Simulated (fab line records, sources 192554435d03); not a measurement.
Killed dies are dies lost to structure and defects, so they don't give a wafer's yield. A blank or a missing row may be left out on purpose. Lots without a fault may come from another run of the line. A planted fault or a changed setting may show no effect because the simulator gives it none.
Chamber matching | flow n5_finfet | N5_HKMG_FIN_HK_ALD_01 on ald_hk-03: 4 sister chambers
The step deposits HfO2, target thk 1.6 nm, pulse time 3 s, purge time 3 s. 4 wafers are shown with their chamber, then 8 later ones without.

WAFERS WITH THEIR CHAMBER
wafer  | chamber | precursor_pulse_height_rel
L092.1 | 0       | 1.011
L092.2 | 3       | 0.986
L092.4 | 2       | 1.022
L093.2 | 1       | 0.995

WAFERS WITHOUT THEIR CHAMBER
wafer  | precursor_pulse_height_rel
L093.5 | 1.026
L093.6 | 0.996
L096.1 | 1.006
L096.2 | 0.987
L096.5 | 0.990
L097.1 | 0.971
L097.2 | 0.982
L097.5 | 0.985

WHICH CHAMBER EACH WENT THROUGH
wafer  | from the rows above          | in truth
L093.5 | can't be placed: 2 or 0      | 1
L093.6 | can't be placed: 1 or 3      | 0
L096.1 | can't be placed: 0 or 1 or 2 | 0
L096.2 | can't be placed: 3 or 1      | 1
L096.5 | can't be placed: 3 or 1      | 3
L097.1 | can't be placed: 3 or 1      | 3
L097.2 | can't be placed: 3 or 1      | 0
L097.5 | can't be placed: 3 or 1      | 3
Placed correctly: 0 of 8. Can't be placed from these rows: 8 (the true chamber is among the candidates in 5). Placed wrongly: 0.
How it was worked out, from the rows above alone: a wafer's distance from a chamber is the root of the sum, over the readings, of the square of ((its reading less the chamber's mean) divided by the reading's scatter). The wafer belongs to the nearest chamber; if the next one is less than 2 further off, it can't be placed. A chamber's mean is the mean of its shown wafers. The scatter: with one shown wafer a chamber, the root of the mean of the squares of how far each hidden wafer lies from its nearest shown one.
